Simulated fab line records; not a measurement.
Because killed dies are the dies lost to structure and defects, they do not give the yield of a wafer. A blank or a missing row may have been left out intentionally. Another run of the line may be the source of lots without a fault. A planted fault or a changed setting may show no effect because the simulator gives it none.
Chamber matching / flow n5_finfet / N5_BEOL_M4_ALD_98 on ald_sin-01: 4 sister chambers
The step deposits SiO2, target thk 2.5 nm, pulse time 1 s, co reactant pulse time 1 s. 8 wafers are shown with their chamber, then 7 later ones without.

EACH WAFER AND ITS CHAMBER
wafer=L083.1; chamber=1; heater_power_w (W)=66; heater_power_outer_w (W)=36
wafer=L085.2; chamber=2; heater_power_w (W)=79; heater_power_outer_w (W)=37
wafer=L085.4; chamber=0; heater_power_w (W)=77; heater_power_outer_w (W)=39
wafer=L089.1; chamber=0; heater_power_w (W)=77; heater_power_outer_w (W)=38
wafer=L089.2; chamber=2; heater_power_w (W)=76; heater_power_outer_w (W)=37
wafer=L089.3; chamber=3; heater_power_w (W)=84; heater_power_outer_w (W)=42
wafer=L093.2; chamber=3; heater_power_w (W)=84; heater_power_outer_w (W)=41
wafer=L093.3; chamber=1; heater_power_w (W)=66; heater_power_outer_w (W)=36

WAFERS WITH NO CHAMBER GIVEN
wafer=L093.4; heater_power_w (W)=76; heater_power_outer_w (W)=37
wafer=L094.3; heater_power_w (W)=68; heater_power_outer_w (W)=36
wafer=L094.4; heater_power_w (W)=77; heater_power_outer_w (W)=38
wafer=L094.6; heater_power_w (W)=66; heater_power_outer_w (W)=36
wafer=L095.2; heater_power_w (W)=87; heater_power_outer_w (W)=42
wafer=L095.5; heater_power_w (W)=67; heater_power_outer_w (W)=36
wafer=L095.6; heater_power_w (W)=75; heater_power_outer_w (W)=39

WHICH CHAMBER EACH WENT THROUGH
wafer=L093.4; from the rows above=can't be placed: 2 or 0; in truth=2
wafer=L094.3; from the rows above=1; in truth=1
wafer=L094.4; from the rows above=can't be placed: 0 or 2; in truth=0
wafer=L094.6; from the rows above=1; in truth=1
wafer=L095.2; from the rows above=3; in truth=3
wafer=L095.5; from the rows above=1; in truth=1
wafer=L095.6; from the rows above=0; in truth=0
Placed correctly: 5 of 7. Unplaceable from these rows: 2, with the true chamber sitting among the candidates in 2. Placed wrongly: 0.
How it was worked out, from the rows above alone: a wafer's distance from a chamber is the root of the sum, over the readings, of the square of ((its reading less the chamber's mean) divided by the reading's scatter). The wafer belongs to the nearest chamber; if the next one is less than 2 further off, it can't be placed. A chamber's mean is the mean of its shown wafers. The scatter is the square root of a quotient: the sum, over the shown wafers, of each reading's squared deviation from its chamber's mean, divided by wafers minus chambers.
